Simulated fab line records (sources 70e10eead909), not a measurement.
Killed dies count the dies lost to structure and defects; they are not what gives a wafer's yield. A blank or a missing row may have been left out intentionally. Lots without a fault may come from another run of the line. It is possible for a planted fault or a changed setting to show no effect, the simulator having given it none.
Which tool was responsible? ; flow nand harc ; Sampling: 7 lots, 21 wafers, 3 of 1302 route steps

== WHAT THE GAUGES SHOWED, per wafer ==
NHARC_A_SOURCE_PLATE_INSPECT_08.
lot;measured;on;raw defect count
L606;day 8 09:48;defect inspect-01;76 93 51
L608;day 9 02:00;defect inspect-02;32 66 44
L611;day 11 02:02;defect inspect-02;48 48 42
L614;day 12 05:52;defect inspect-01;1115 1171 1184 1130 1167 1179
L616;day 12 13:48;defect inspect-01;1134 1119 1107 1120 1125 1129
L622;day 15 14:00;defect inspect-02;41 36 37
L626;day 16 21:16;defect inspect-02;59 42 38

== WHAT TOOL EACH LOT RAN ON (gives the tool, then ch and the chambers of the sampled wafers, and finally the start) ==
lot;NHARC_A_ZERO_WELL_DESCUM_12;NHARC_A_SOURCE_PLATE_OXIDE_02
L606;rie diel-03 ch 1,2,3, day 7 12:53;furnace-05 ch 0, day 7 17:06
L608;rie diel-03 ch 0,2,3, day 8 05:10;furnace-08 ch 0, day 8 06:53
L611;rie diel-03 ch 0,1,2, day 9 21:04;furnace-08 ch 0, day 10 03:20
L614;rie diel-11 ch 0,1, day 11 06:02;furnace-08 ch 0, day 11 12:40
L616;rie diel-03 ch 1,2,3, day 11 15:37;furnace-08 ch 0, day 11 20:08
L622;rie diel-04 ch 0,2,3, day 14 16:42;furnace-05 ch 0, day 14 20:49
L626;rie diel-11 ch 0,3, day 15 21:43;furnace-04 ch 0, day 16 04:07
- NHARC_A_ZERO_WELL_DESCUM_12: chemistry O2, time 3 s.
- NHARC_A_SOURCE_PLATE_OXIDE_02: material SiO2, target thk 10 nm, ox time 1362 s.

== THE ANSWER, worked out from the rows above alone ==
Rule: usual is defined by the lots themselves. Put in order of their means at a reading, lots are off if they are a third of the lots or fewer, leave a main group of 4 or more, and stand apart from it by a gap of 3 or more times the standard deviation of the main group's means; of several such gaps the widest counts. A main group whose means are all the same, to the digits that the tables above print for the reading, isn't used. A lot without any number at a reading at which 4 lots or more have one is off too. Any other lot the step has rows for is counted as sound.
Off at NHARC_A_SOURCE_PLATE_INSPECT_08 (raw defect count): L614, L616. Mean 50 and standard deviation 12 in the main group.
A tool fits if, at a process step before that reading, it ran every lot that is off, and no sound lot after the first of them. Gauges at NHARC_A_SOURCE_PLATE_INSPECT_08: tried the same way as those tools. 2 tools fit, furnace-08 at NHARC_A_SOURCE_PLATE_OXIDE_02 and defect inspect-01 at NHARC_A_SOURCE_PLATE_INSPECT_08, so this cannot tell which one it is.

== WHAT HAD BEEN PUT IN BY THE SIMULATOR ==
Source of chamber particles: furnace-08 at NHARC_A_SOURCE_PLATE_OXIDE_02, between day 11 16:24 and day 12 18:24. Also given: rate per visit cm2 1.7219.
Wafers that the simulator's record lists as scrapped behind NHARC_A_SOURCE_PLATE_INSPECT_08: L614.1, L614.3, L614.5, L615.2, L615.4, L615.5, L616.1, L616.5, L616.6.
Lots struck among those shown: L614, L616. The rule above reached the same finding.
